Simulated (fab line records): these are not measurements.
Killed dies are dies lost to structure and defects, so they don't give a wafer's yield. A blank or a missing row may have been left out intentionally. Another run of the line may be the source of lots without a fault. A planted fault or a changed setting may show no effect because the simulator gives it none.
Chamber matching / flow n5-finfet / 3 sister chambers for N5_FIN_SAQP_HM_DEP_72 on pecvd-02
The step deposits SiO2 from SiH4/N2O, target thk 12 nm, time 7.2 s. 5 wafers are shown with their chamber, then 9 later ones without.

WAFERS, EACH WITH ITS CHAMBER
wafer=L086.3; chamber=0; showerhead-plenum-p-Torr (Torr)=8.22; heater-power-w (W)=830
wafer=L086.4; chamber=0; showerhead-plenum-p-Torr (Torr)=8.22; heater-power-w (W)=821
wafer=L092.1; chamber=2; showerhead-plenum-p-Torr (Torr)=8.10; heater-power-w (W)=793
wafer=L092.2; chamber=1; showerhead-plenum-p-Torr (Torr)=8.07; heater-power-w (W)=705
wafer=L092.6; chamber=1; showerhead-plenum-p-Torr (Torr)=8.05; heater-power-w (W)=683

WAFERS WITH NO CHAMBER GIVEN
wafer=L094.1; showerhead-plenum-p-Torr (Torr)=8.21; heater-power-w (W)=882
wafer=L094.5; showerhead-plenum-p-Torr (Torr)=8.12; heater-power-w (W)=769
wafer=L094.6; showerhead-plenum-p-Torr (Torr)=8.03; heater-power-w (W)=655
wafer=L096.1; showerhead-plenum-p-Torr (Torr)=8.24; heater-power-w (W)=899
wafer=L096.2; showerhead-plenum-p-Torr (Torr)=8.05; heater-power-w (W)=705
wafer=L096.5; showerhead-plenum-p-Torr (Torr)=8.01; heater-power-w (W)=686
wafer=L097.2; showerhead-plenum-p-Torr (Torr)=8.05; heater-power-w (W)=705
wafer=L097.3; showerhead-plenum-p-Torr (Torr)=8.21; heater-power-w (W)=850
wafer=L097.6; showerhead-plenum-p-Torr (Torr)=8.03; heater-power-w (W)=691

THE CHAMBER EACH PASSED THROUGH
wafer=L094.1; from the rows above=0; in truth=0
wafer=L094.5; from the rows above=2; in truth=2
wafer=L094.6; from the rows above=1; in truth=1
wafer=L096.1; from the rows above=0; in truth=0
wafer=L096.2; from the rows above=1; in truth=1
wafer=L096.5; from the rows above=1; in truth=1
wafer=L097.2; from the rows above=1; in truth=1
wafer=L097.3; from the rows above=0; in truth=0
wafer=L097.6; from the rows above=1; in truth=1
Correctly placed: 9 of 9. Not placeable from these rows: 0. Number placed wrongly: 0.
How it was worked out, from the rows above alone: a wafer's distance from a chamber is the root of the sum, over the readings, of the square of ((its reading less the chamber's mean) divided by the reading's scatter). If the next closest chamber is less than 2 further off than the closest, the wafer can't be placed; otherwise it belongs to the closest. The mean given for a chamber averages the wafers shown for that chamber. The scatter: take each reading less its chamber's mean, square it, sum over the shown wafers, divide by the number of wafers less the number of chambers, and take the root.
